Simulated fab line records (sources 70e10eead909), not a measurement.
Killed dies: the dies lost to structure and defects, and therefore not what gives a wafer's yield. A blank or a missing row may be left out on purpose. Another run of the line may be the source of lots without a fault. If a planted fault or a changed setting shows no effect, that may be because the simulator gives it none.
The tool behind it: which one? | flow nand-harc | 6 lots, 18 wafers sampled, at 5 steps of a route of 1302

== WHAT THE GAUGES READ, wafer by wafer ==
NHARC_END_SORT_01.
lot  | measured     | on        | defect-limited-yield (%)
L934 | day 28 20:47 | prober-01 | 90.8 81.2 91.9

== WHICH TOOL RAN EACH LOT (tool, then ch and the chambers of the sampled wafers, then the start) ==
lot  | NHARC_A_M1_PVD_20            | NHARC_THIN_TSV_DEGAS_49      | NHARC_THIN_TSV_PVD_51                   | NHARC_THIN_TSV_DESCUM_35
L924 | pvd-sputter-01, day 23 14:37 | pvd-sputter-01, day 24 12:02 | pvd-sputter-01, day 24 15:14 or earlier | rie-diel-05 ch 0,1, day 24 15:14
L927 | pvd-sputter-01, day 25 02:05 | pvd-sputter-03, day 25 23:32 | pvd-sputter-03, day 26 02:42 or earlier | rie-diel-03 ch 1,3, day 26 02:42
L934 | pvd-sputter-01, day 27 09:13 | pvd-sputter-01, day 28 06:06 | pvd-sputter-01, day 28 09:18 or earlier | rie-diel-05 ch 1,2,3, day 28 09:18
L935 | pvd-sputter-03, day 28 16:43 | pvd-sputter-01, day 29 13:13 | pvd-sputter-01, day 29 16:37 or earlier | rie-diel-09 ch 0,2, day 29 16:37
L941 | pvd-sputter-01, day 31 00:23 | pvd-sputter-02, day 31 20:19 | pvd-sputter-02, day 31 23:29 or earlier | rie-diel-05 ch 0,1,3, day 31 23:29
L943 | pvd-sputter-02, day 31 16:18 | pvd-sputter-03, day 32 16:07 | pvd-sputter-03, day 32 19:25 or earlier | rie-diel-09 ch 0,1,2, day 32 19:25
- NHARC_A_M1_PVD_20: deposits TaN, target thk 5 nm, time 8.06 s.
- NHARC_THIN_TSV_DEGAS_49: time 120 s.
- NHARC_THIN_TSV_PVD_51: deposits Cu, target thk 100 nm.
- NHARC_THIN_TSV_DESCUM_35: chemistry O2, time 3 s.

== THE ANSWER, worked out from the rows above alone ==
Rule: usual is defined by the lots themselves. The widest of any qualifying gaps counts: lots, ordered by their means at a reading, are off when they make up no more than a third of the lots, leave a main group of 4 or more, and stand apart from it by 3 or more times the standard deviation of that group's means. A main group whose means are all the same, to the digits that the tables above print for the reading, isn't used. Also off: a lot with no number at a reading for which 4 or more lots have one. All remaining lots with rows at the step are treated as sound.
No lot is off on any of the readings shown, so nothing can be concluded from this.

== WHAT THE SIMULATOR PUT IN ==
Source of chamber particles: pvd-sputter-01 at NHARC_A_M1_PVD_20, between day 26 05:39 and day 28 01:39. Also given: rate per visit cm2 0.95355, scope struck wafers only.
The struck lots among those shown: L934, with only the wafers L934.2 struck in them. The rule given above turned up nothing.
